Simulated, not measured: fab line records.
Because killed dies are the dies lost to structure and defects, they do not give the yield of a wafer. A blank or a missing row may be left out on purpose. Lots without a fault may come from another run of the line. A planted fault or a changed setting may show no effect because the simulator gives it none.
The tool behind it: which one? / flow n5Finfet / 30 wafers sampled from 10 lots at 1 step of a route of 1938

## WHAT THE GAUGES SHOWED, per wafer
N5_BEOL_M6_CD_MEAS_11: target cd 38.5 nm.
lot=L075; measured=day 8 18:34; on=cdSem-02; cdNm (nm)=38.3 38.5 38.7
lot=L077; measured=day 9 04:31; on=cdSem-01; cdNm (nm)=38.6 38.8 38.4
lot=L079; measured=day 9 23:41; on=cdSem-01; cdNm (nm)=39.2 39.2 39.6
lot=L082; measured=day 11 00:07; on=cdSem-02; cdNm (nm)=38.5 38.4 38.5
lot=L084; measured=day 11 05:05; on=cdSem-01; cdNm (nm)=38.6 38.6 38.4
lot=L086; measured=day 11 09:07; on=cdSem-02; cdNm (nm)=39.4 38.4 38.8
lot=L088; measured=day 12 04:49; on=cdSem-03; cdNm (nm)=38.4 38.4 38.6
lot=L090; measured=day 12 12:47; on=cdSem-01; cdNm (nm)=38.9 38.1 37.9
lot=L095; measured=day 13 21:01; on=cdSem-01; cdNm (nm)=39.0 39.5 39.1
lot=L094; measured=day 14 04:55; on=cdSem-03; cdNm (nm)=38.9 38.9 38.7

## WHAT TOOL EACH LOT RAN ON (gives the tool, then ch and the chambers of the sampled wafers, and finally the start)
There is no process step in the record ahead of these readings.

## THE ANSWER, worked out from the rows above alone
Rule: what is usual is taken from the lots themselves. The widest of any qualifying gaps counts: lots, ordered by their means at a reading, are off when they make up no more than a third of the lots, leave a main group of 4 or more, and stand apart from it by 3 or more times the standard deviation of that group's means. Not used: any main group whose means are identical at the precision the tables above print for the reading. A lot without any number at a reading at which 4 lots or more have one is off too. Where the step has rows for the other lots, those lots are counted as sound.
Nothing can be told from this: no lot is off at any reading shown.

## WHAT THE SIMULATOR HAD PUT IN
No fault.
